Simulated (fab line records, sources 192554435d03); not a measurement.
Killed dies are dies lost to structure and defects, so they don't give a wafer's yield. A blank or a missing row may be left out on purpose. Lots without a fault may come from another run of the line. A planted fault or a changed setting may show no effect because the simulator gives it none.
A struck lot beside a sound one | flow n5_finfet | 14 steps out of a route of 1938
Sound: wafers L224.2, L224.3, L224.6. Struck: wafers L232.3, L232.5, L232.6. The cause comes at the end.
At each step with rows: each side's tool, then ch and its chambers, then its first start. Under that, the readings that differ: sound wafers | struck wafers | difference of the means | sigmas: that difference in standard deviations of wafers without a fault.
alike: readings whose means differ by less than 2 such deviations, and words and numbers that are the same on both sides. not compared: withheld readings, readings that some wafer has no value for, bounds like >300 that may hide the same value, and numbers for which the record gives no deviation and whose values overlap.
The two part at a step that has a row with sigmas, a row that says differs or no value, or rows on one side only. Numbers that don't overlap but have no deviation are shown without sigmas and don't part them. A reading that every wafer of one side lacks parts them only if that side has two wafers or more.

N5_PASSIVATION_STRIP_14: strips in O2.
  sound on rie_diel-01 ch 1,2,3, day 12 09:34; struck on rie_diel-01 ch 0,2, day 14 21:01
  alike: drypump_motor_current_A, oes_product_au, rf_vpp_V, showerhead_plenum_p_Torr, throttle_valve_pct
  not compared: rf_hours_counter_h
N5_PASSIVATION_ETCH_15: etches SiCN in CF4/N2, target depth 75 nm, time 81.2 s.
  sound on rie_diel-01 ch 1,2,3; struck on rie_diel-01 ch 0,2
  alike: drypump_motor_current_A, oes_product_au, rf_vpp_V, showerhead_plenum_p_Torr, throttle_valve_pct
  not compared: rf_hours_counter_h
then, 3 steps without rows for these wafers: N5_PASSIVATION_STRIP_73 (strips in post etch residue remover, time 60 s); N5_PASSIVATION_SRD_17 (time 30 s, dry time 30 s); N5_PASSIVATION_DEGAS_18 (time 60 s).
N5_PASSIVATION_PRE_CLEAN_19:
  sound on pvd_sputter-02, day 12 09:56; struck on pvd_sputter-03, day 14 21:56
  alike: heater_power_w
N5_PASSIVATION_SPUTTER_20: material TaN, target thk 50 nm.
  sound on pvd_sputter-02, day 12 09:58; struck on pvd_sputter-03, day 14 21:58
  alike: substrate_temp_c, throttle_valve_pct
N5_PASSIVATION_AL_DEP_21: deposits Al, target thk 2800 nm, time 170 s.
  sound on pvd_sputter-02, day 12 10:04; struck on pvd_sputter-03, day 14 22:04
  alike: cathode_dc_power_W, substrate_temp_c, throttle_valve_pct
then, 4 steps without rows for these wafers: N5_PASSIVATION_HMDS_23 (time 60 s); N5_PASSIVATION_COAT_24; N5_PASSIVATION_EBR_26; N5_PASSIVATION_SOFTBAKE_25 (time 90 s).
N5_PASSIVATION_EXPOSE_27: exposes mask PAD, defocus 0 nm.
  sound on krf_scanner-01 ch 0, day 12 10:22; struck on krf_scanner-02, day 14 22:30
  no value came back on the struck wafers for exposure_dose_mJ_cm2, focus_offset_nm (nm), reticle_temp_C (C), stage_vel_mm_s (mm/s); on the sound wafers exposure_dose_mJ_cm2 reads 32.28 32.26 32.24
  alike: mask
then, 1 step without rows for these wafers: N5_PASSIVATION_PEB_28.

WHERE THEY PART
Only at N5_PASSIVATION_EXPOSE_27, within this record.

WHY: what the simulator had put in
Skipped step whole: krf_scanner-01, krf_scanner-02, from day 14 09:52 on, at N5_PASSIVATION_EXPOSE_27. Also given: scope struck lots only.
